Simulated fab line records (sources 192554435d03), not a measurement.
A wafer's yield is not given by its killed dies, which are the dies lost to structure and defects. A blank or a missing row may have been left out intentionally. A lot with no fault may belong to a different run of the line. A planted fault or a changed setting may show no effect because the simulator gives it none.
A lot that was struck, set against a sound lot || flow n5-finfet || 26 steps out of a route of 1938
Sound: these wafers, L549.3, L549.5, L549.6. The struck wafers were L561.2, L561.3, L561.6. The cause is named last.
At each step with rows: each side's tool, then ch and its chambers, then its first start. Under that, the readings that differ: sound wafers || struck wafers || difference of the means || sigmas: that difference in standard deviations of wafers without a fault.
alike: words and numbers the same on both sides, and readings whose means are apart by under 2 such deviations; not compared: readings that were withheld, readings missing a value for some wafer, numbers with overlapping values and no deviation given by the record, and bounds like >300 which may hide the same value.
Wherever a step has rows on one side only, a row that says differs or no value, or a row with sigmas, the two part there. When numbers do not overlap yet have no deviation, they are printed without sigmas and do not part them. A reading that every wafer of one side lacks parts them only if that side has two wafers or more.

first, 5 steps without rows for these wafers: N5_WELL_APT_OXIDE_STRIP_42 (strips SiO2 in dHF, time 45 s, target depth 12 nm); N5_WELL_APT_PRECLEAN_36 (cleans in O3/DIW, time 45 s); N5_WELL_APT_PRECLEAN_39 (cleans in dHF, time 60 s); N5_WELL_APT_SRD_37 (time 30 s); N5_WELL_APT_EPI_41 (deposits Si from SiH4/H2, target thk 50 nm, time 297.7 s).
N5_WELL_APT_INSPECT_38: inspects for defects (darkfield).
  sound on defect-inspect-02 at day 2 11:31; struck on defect-inspect-02 at day 5 11:03
  alike: raw-defect-count
N5_PMOS_HMC_CHANNEL_EPI_HM_DEP_34: deposits SiO2 from TEOS/O2, target thk 36 nm, time 6.9 s.
  sound on pecvd-04 ch 0,1,2, day 2 11:33; struck on pecvd-01 ch 0,1,2, day 5 11:05
  alike: heater-power-w, showerhead-plenum-p-Torr, showerhead-vpp-V, throttle-valve-pct
then, 5 steps without rows for these wafers: N5_PMOS_HMC_CHANNEL_EPI_COAT_31 (time 60 s, resist thk 66 nm); N5_PMOS_HMC_CHANNEL_EPI_COAT_03 (resist thk 205 nm); N5_PMOS_HMC_CHANNEL_EPI_EBR_05; N5_PMOS_HMC_CHANNEL_EPI_SOFTBAKE_04 (time 60 s); N5_PMOS_HMC_CHANNEL_EPI_EXPOSE_06 (exposes mask PMOS HMC BLK, target cd 240 nm).
N5_PMOS_HMC_CHANNEL_EPI_PEB_07: peb time 60 s.
  sound on litho-track-04 ch 0, day 2 11:46; struck on litho-track-04 ch 0, day 5 11:25
{"reading": "heater-power-total-W (W)", "sound": "173.0 173.9 173.0", "struck": "163.2 166.5 165.1", "difference": -8.4, "sigmas": -5}
{"reading": "plate-temp-C (C)", "sound": "110.15 109.85 110.07", "struck": "105.16 105.16 105.10", "difference": -4.88, "sigmas": -38}
  alike: exhaust-pa
then, 1 step without rows for these wafers: N5_PMOS_HMC_CHANNEL_EPI_DEVELOP_08 (develop time 30 s).
N5_PMOS_HMC_CHANNEL_EPI_CD_MEAS_09: the cd target is 237.4 nm.
  sound on cd-sem-01 ch 0, day 2 11:50; struck on cd-sem-03 ch 0, day 5 11:29
{"reading": "cd-nm (nm)", "sound": "237.6 237.2 237.6", "struck": "219.4 220.7 220.8", "difference": -17.2, "sigmas": -18}
N5_PMOS_HMC_CHANNEL_EPI_OVL_MEAS_10:
  sound on overlay-02 ch 0, day 2 11:52; struck on overlay-02 ch 0, day 5 11:31
  alike: PMOS_HMC_BLK_OVL
N5_PMOS_HMC_CHANNEL_EPI_INSPECT_11: inspects for defects (macro).
  sound on defect-inspect-02 at day 2 11:53; struck on defect-inspect-01 at day 5 11:33
  alike: raw-defect-count
N5_PMOS_HMC_CHANNEL_EPI_DESCUM_14: chemistry O2, time 7.9 s.
  sound on rie-diel-03 ch 0,1,3, day 2 13:16; struck on rie-diel-03 ch 1,2, day 5 11:54
{"reading": "model.PMOS_HMC_CHANNEL_EPI.cd-nm (nm)", "sound": "237.9 237.1 237.7", "struck": "219.9 220.4 220.7", "difference": -17.2, "sigmas": ""}
  alike: drypump-motor-current-A, o2-flow-sccm, oes-product-au, rf-vpp-V, showerhead-plenum-p-Torr, throttle-valve-pct
  not compared: rf-hours-counter-h
N5_PMOS_HMC_CHANNEL_EPI_ETCH_32: etches BARC in N2/H2, stops on SiO2, target depth 85.8 nm, time 50.3 s.
  sound on rie-diel-03 ch 0,1,3, day 2 13:17; struck on rie-diel-03 ch 1,2, day 5 11:56
  alike: drypump-motor-current-A, oes-product-au, rf-vpp-V, showerhead-plenum-p-Torr, throttle-valve-pct
  not compared: rf-hours-counter-h
N5_PMOS_HMC_CHANNEL_EPI_HM_OPEN_15: chemistry CHF3/O2, target SiO2, target depth 40.6 nm, time 20.3 s.
  sound on rie-diel-03 ch 0,1,3, day 2 13:20; struck on rie-diel-03 ch 1,2, day 5 11:59
  alike: O2_flow_sccm, drypump-motor-current-A, oes-product-au, rf-vpp-V, showerhead-plenum-p-Torr, throttle-valve-pct
  not compared: rf-hours-counter-h
N5_PMOS_HMC_CHANNEL_EPI_STRIP_33: strips in N2/H2.
  sound on rie-diel-03 ch 0,1,3, day 2 13:23; struck on rie-diel-03 ch 1,2, day 5 12:02
  alike: drypump-motor-current-A, oes-product-au, rf-vpp-V, showerhead-plenum-p-Torr, throttle-valve-pct
  not compared: rf-hours-counter-h
then, 1 step without rows for these wafers: N5_PMOS_HMC_CHANNEL_EPI_STRIP_17 (strips in SPM, time 750 s).
N5_PMOS_HMC_CHANNEL_EPI_ETCH_38: etches SiO2 in CF4, target depth 1.5 nm.
  sound on rie-si-03 ch 0,1, day 2 13:42; struck on rie-si-06 ch 1,3, day 5 12:25
  alike: drypump-motor-current-A, oes-product-au, throttle-valve-pct
  not compared: rf-hours-counter-h
N5_PMOS_HMC_CHANNEL_EPI_FIN_RECESS_16: chemistry HBr/Cl2, target Si, target depth 54 nm, time 18 s.
  sound on rie-si-03 ch 0,1, day 2 13:43; struck on rie-si-06 ch 1,3, day 5 12:26
{"reading": "model.PMOS_HMC_CHANNEL_EPI.cd-nm (nm)", "sound": "240.9 239.9 240.9", "struck": "223.3 221.3 223.6", "difference": -17.8, "sigmas": ""}
  alike: drypump-motor-current-A, oes-product-au, throttle-valve-pct
  not compared: rf-hours-counter-h
then, 1 step without rows for these wafers: N5_PMOS_HMC_CHANNEL_EPI_PRECLEAN_36 (cleans in O3/DIW, time 45 s).
-- here the record skips 12 days between the struck wafers' starts before and after, leaving off in module PMOS_HMC_CHANNEL_EPI and picking up in module PASSIVATION (first step shown: number 1936 of the route) --
N5_PASSIVATION_PROBE_49:
  rows exist in the record for the struck wafers here (prober-01, day 17 01:48), but not for the sound ones

## WHERE THEY PART
Last at N5_PASSIVATION_PROBE_49 as far as this record goes, first at N5_PMOS_HMC_CHANNEL_EPI_PEB_07.

WHY: what the simulator had put in
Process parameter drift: litho-track-04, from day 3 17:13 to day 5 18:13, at N5_PMOS_HMC_CHANNEL_EPI_PEB_07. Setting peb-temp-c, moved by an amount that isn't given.
